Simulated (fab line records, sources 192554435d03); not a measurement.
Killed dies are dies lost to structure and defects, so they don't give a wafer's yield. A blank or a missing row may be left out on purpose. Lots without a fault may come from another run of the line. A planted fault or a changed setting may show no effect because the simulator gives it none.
A struck lot beside a sound one | flow n5_finfet | 15 steps out of a route of 1938
Sound: wafers L965.3, L965.4, L965.5. Struck: wafers L964.2, L964.4, L964.6. The cause comes at the end.
At each step with rows: each side's tool, then ch and its chambers, then its first start. Under that, the readings that differ: sound wafers | struck wafers | difference of the means | sigmas: that difference in standard deviations of wafers without a fault.
alike: readings whose means differ by less than 2 such deviations, and words and numbers that are the same on both sides. not compared: withheld readings, readings that some wafer has no value for, bounds like >300 that may hide the same value, and numbers for which the record gives no deviation and whose values overlap.
The two part at a step that has a row with sigmas, a row that says differs or no value, or rows on one side only. Numbers that don't overlap but have no deviation are shown without sigmas and don't part them. A reading that every wafer of one side lacks parts them only if that side has two wafers or more.

first, 1 step without rows for these wafers: N5_BEOL_M5_DESCUM_16 (chemistry O2, time 7 s).
N5_BEOL_M5_ETCH_72: etches underlayer in N2/H2, target depth 6.5 nm, time 5.2 s.
  sound on rie_diel-06 ch 1,2, day 12 19:40; struck on rie_diel-06 ch 1,2, day 12 05:20
  alike: chamber_pressure_mTorr, drypump_motor_current_A, etch_rf_on_time_s, oes_product_au, rf_vpp_V, showerhead_plenum_p_Torr, throttle_valve_pct
  not compared: rf_hours_counter_h
N5_BEOL_M5_ETCH_61: etches SiARC in CF4, target depth 15.6 nm, time 26 s.
  sound on rie_diel-06 ch 1,2, day 12 19:40; struck on rie_diel-06 ch 1,2, day 12 05:21
  alike: chamber_pressure_mTorr, drypump_motor_current_A, etch_rf_on_time_s, oes_product_au, rf_vpp_V, showerhead_plenum_p_Torr, throttle_valve_pct
  not compared: rf_hours_counter_h
N5_BEOL_M5_ETCH_62: etches SOC in N2/H2, target depth 75 nm, overetch 15 nm, time 112.5 s.
  sound on rie_diel-06 ch 1,2, day 12 19:42; struck on rie_diel-06 ch 1,2, day 12 05:23
  alike: chamber_pressure_mTorr, drypump_motor_current_A, oes_product_au, rf_vpp_V, showerhead_plenum_p_Torr, throttle_valve_pct
  not compared: rf_hours_counter_h
then, 2 steps without rows for these wafers: N5_BEOL_M5_STRIP_63 (strips in N2/H2); N5_BEOL_M5_STRIP_73 (strips in N2/H2).
N5_BEOL_M5_STRIP_64: strips in CF4.
  sound on rie_diel-06 ch 1,2, day 12 19:50; struck on rie_diel-06 ch 1,2, day 12 05:31
  alike: chamber_pressure_mTorr, drypump_motor_current_A, oes_product_au, rf_vpp_V, showerhead_plenum_p_Torr, throttle_valve_pct
  not compared: rf_hours_counter_h
then, 1 step without rows for these wafers: N5_BEOL_M5_HM_OPEN_17 (chemistry Cl2/BCl3, target TiN, target depth 20 nm, overetch 6 nm).
N5_BEOL_M5_STRIP_19: strips in O2.
  sound on rie_diel-04 ch 1,2,3, day 12 19:59; struck on rie_diel-06 ch 1,2, day 12 05:40
  alike: chamber_pressure_mTorr, drypump_motor_current_A, o2_flow_sccm, oes_product_au, rf_vpp_V, showerhead_plenum_p_Torr, throttle_valve_pct
  not compared: rf_hours_counter_h
N5_BEOL_M5_CD_MEAS_18: pitch 56 nm, target cd 28 nm.
  sound on cd_sem-01, day 12 20:03; struck on cd_sem-01, day 12 05:44
  alike: cd_nm
then, 2 steps without rows for these wafers: N5_BEOL_M5_COAT_65 (time 60 s, resist thk 60 nm); N5_BEOL_M5_COAT_66 (time 60 s, resist thk 12 nm).
N5_BEOL_M5_COAT_74: time 60 s, resist thk 5 nm.
  sound on litho_track-05 ch 0, day 12 21:39; struck on litho_track-02 ch 0, day 12 05:56
  reading                  | sound                | struck               | difference | sigmas
  heater_power_total_W (W) | 393.0 389.7 391.3    | 424.1 422.8 424.7    | +32.5      | +25
  plate_temp_C (C)         | 204.97 204.97 204.92 | 217.40 217.26 217.46 | +12.42     | +78
then, 1 step without rows for these wafers: N5_BEOL_M5_COAT_22 (resist thk 30 nm).
N5_PASSIVATION_PROBE_49:
  the record has rows for the sound wafers here (prober-01, day 16 22:29) and none for the struck ones

WHERE THEY PART
First at N5_BEOL_M5_COAT_74; last, within this record, at N5_PASSIVATION_PROBE_49.

WHY: what the simulator had put in
Process parameter drift: litho_track-02, from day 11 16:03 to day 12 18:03, at N5_BEOL_M5_COAT_74. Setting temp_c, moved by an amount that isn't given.
